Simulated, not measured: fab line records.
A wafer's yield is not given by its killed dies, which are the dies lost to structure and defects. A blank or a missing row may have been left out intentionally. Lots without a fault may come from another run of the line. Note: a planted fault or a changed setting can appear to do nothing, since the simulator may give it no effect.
Split-lot study | flow n5_finfet | route with 1938 steps; 7 lots, 21 wafers read

== ABOUT THE SPLIT ==
At N5_PASSIVATION_ETCH_54 (etches SiO2 in CHF3/O2, target depth 880 nm, time 440 s), the setting bias_w was moved away from the recipe's 170 W on 7 of the 21 wafers read, by -15.8% to +8.6%. The other wafers ran this setting at the recipe's value.

The split's own step is where the reading is taken.

== THE READING ==
rf_vpp_V, in V, at N5_PASSIVATION_ETCH_54 (etches SiO2 in CHF3/O2, target depth 880 nm, time 440 s). On this fab line, fault-free wafers typically give 526 V with a standard deviation of 11 V.

wafer  | tool, chamber at the split | bias_w as run, W | against the recipe | rf_vpp_V, V | against lot-mates on the recipe
L074.1 | rie_diel-05, 2             | 145.7            | -14.3%             | 455         | -68
L074.2 | rie_diel-05, 1             | 145.7            | -14.3%             | 462         | -61
L074.4 | rie_diel-05, 0             | 170              | recipe             | 523         | -
L077.1 | rie_diel-06, 1             | 170              | recipe             | 533         | -
L077.5 | rie_diel-06, 2             | 170              | recipe             | 541         | -
L077.6 | rie_diel-06, 3             | 143.2            | -15.8%             | 448         | -89
L079.1 | rie_diel-06, 3             | 184.6            | +8.6%              | 547         | +6
L079.2 | rie_diel-06, 0             | 184.6            | +8.6%              | 558         | +17
L079.3 | rie_diel-06, 2             | 170              | recipe             | 541         | -
L080.1 | rie_diel-05, 3             | 170              | recipe             | 510         | -
L080.4 | rie_diel-05, 1             | 170              | recipe             | 524         | -
L080.6 | rie_diel-05, 2             | 170              | recipe             | 515         | -
L084.2 | rie_diel-04, 3             | 170              | recipe             | 545         | -
L084.3 | rie_diel-04, 2             | 170              | recipe             | 526         | -
L084.6 | rie_diel-04, 2             | 170              | recipe             | 527         | -
L090.2 | rie_diel-06, 1             | 170              | recipe             | 532         | -
L090.4 | rie_diel-06, 2             | 147.1            | -13.5%             | 482         | -50
L090.5 | rie_diel-06, 0             | 147.1            | -13.5%             | 465         | -67
L092.1 | rie_diel-06, 3             | 170              | recipe             | 514         | -
L092.2 | rie_diel-06, 2             | 170              | recipe             | 540         | -
L092.3 | rie_diel-06, 0             | 170              | recipe             | 521         | -

THE FIT
A straight line over all 21 wafers: rf_vpp_V changes by +4.3 V for each +1% of bias_w; r = +0.94; the points scatter about the line by 11 V.
The same after taking each lot's own level away (the mean of its wafers on the recipe; 21 wafers): +4.1 V for each +1%; r = +0.94; scatter 11 V.
According to that fit, moving bias_w by its largest amount changes the reading by 65 V.
The span of the lots' own levels, 516.3 to 541.0 V, comes to 2.2 times the standard deviation stated above.
The two slopes agree, so the slope changes little with the lot-to-lot level.
Check: with one of the wafers moved furthest among these (-15.8%) left out of the fit, the line predicts -63.4 V for it against its lot-mates. It came out at -89 V against them.
Tool readings at the split's step, against how far the setting was moved: rf_vpp_V r = +0.94.

== FURTHER SPLITS ON THESE WAFERS ==
These wafers also went through other splits before the reading. Each is held against what the fit with the lots' levels taken away leaves over:
other split on the same wafers     | wafers away from the commonest value | r with rf_vpp_V (lot level and that fit taken away)
N5_BEOL_M15_PEB_26 peb_temp_c      | 8                                    | -0.19
N5_MIM_BOT_LITHO_EXPOSE_05 dose_mj | 9                                    | -0.51
N5_MIM_BOT_ETCH_ETCH_00 icp_w      | 7                                    | +0.25

== THE WHOLE CHAIN: every reading that the file lists as answering this split, in the file's order ==
step                   | what it does                                            | reading                                                                       | change (the file's fit)              | r (the file's)
N5_PASSIVATION_ETCH_54 | etches SiO2 in CHF3/O2, target depth 880 nm, time 440 s | rf_vpp_V                                                                      | +4.53 V for each +1% of the setting  | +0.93
N5_PASSIVATION_ETCH_54 | etches SiO2 in CHF3/O2, target depth 880 nm, time 440 s | PASSIVATION.feature_depth_nm (the simulator's own value, which no gauge read) | +3.02 nm for each +1% of the setting | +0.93
N5_PASSIVATION_ETCH_54 | etches SiO2 in CHF3/O2, target depth 880 nm, time 440 s | etch.depth_nm (the simulator's own value, which no gauge read)                | +3.01 nm for each +1% of the setting | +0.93

== FILE'S OWN FIT ==
rf_vpp_V changes by +4.53 V for each +1% of bias_w, r = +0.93.
